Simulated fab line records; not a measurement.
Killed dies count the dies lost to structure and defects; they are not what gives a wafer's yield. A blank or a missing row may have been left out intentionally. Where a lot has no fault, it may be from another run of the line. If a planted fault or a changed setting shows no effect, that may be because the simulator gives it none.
Chamber matching -- flow nandHarc -- 4 sister chambers for NHARC_A_STAIRCASE_CMP_152 on cmp-01
The step polishes. 7 wafers are shown with their chamber, then 8 later ones without.

## WAFERS WITH THEIR CHAMBER
wafer,chamber,motorCurrentA (A),retainingRingPressureFrac
L079.3,2,12.7,0.995
L083.5,0,13.4,0.991
L083.6,3,11.0,1.000
L085.1,1,12.9,0.994
L085.3,3,11.5,1.002
L085.6,1,13.3,0.998
L091.1,0,13.7,0.994

## WAFERS WITH NO CHAMBER GIVEN
wafer,motorCurrentA (A),retainingRingPressureFrac
L091.2,10.6,1.003
L091.3,13.1,0.993
L092.4,13.0,0.998
L092.5,13.9,1.002
L092.6,13.6,1.002
L093.1,13.4,0.991
L093.3,10.8,0.997
L093.4,12.2,1.001

## WHICH CHAMBER EACH ONE RAN IN
wafer,from the rows above,in truth
L091.2,3,3
L091.3,can't be placed: 1 or 0 or 2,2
L092.4,can't be placed: 1 or 2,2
L092.5,can't be placed: 1 or 0 or 2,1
L092.6,can't be placed: 1 or 0 or 2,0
L093.1,can't be placed: 0 or 1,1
L093.3,3,3
L093.4,can't be placed: 2 or 3 or 1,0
2 of 8 placed correctly. Cannot be placed on the basis of these rows: 6; the candidates contain the true chamber in 5. Placed wrongly: 0.
How it was worked out, from the rows above alone: a wafer's distance from a chamber is the root of the sum, over the readings, of the square of ((its reading less the chamber's mean) divided by the reading's scatter). If the next closest chamber is less than 2 further off than the closest, the wafer can't be placed; otherwise it belongs to the closest. For every chamber, the mean is computed from those of its wafers that are shown. How the scatter is found: for the shown wafers, subtract from each reading the mean of its chamber, square and add these, divide the total by (wafers less chambers), then take the root.
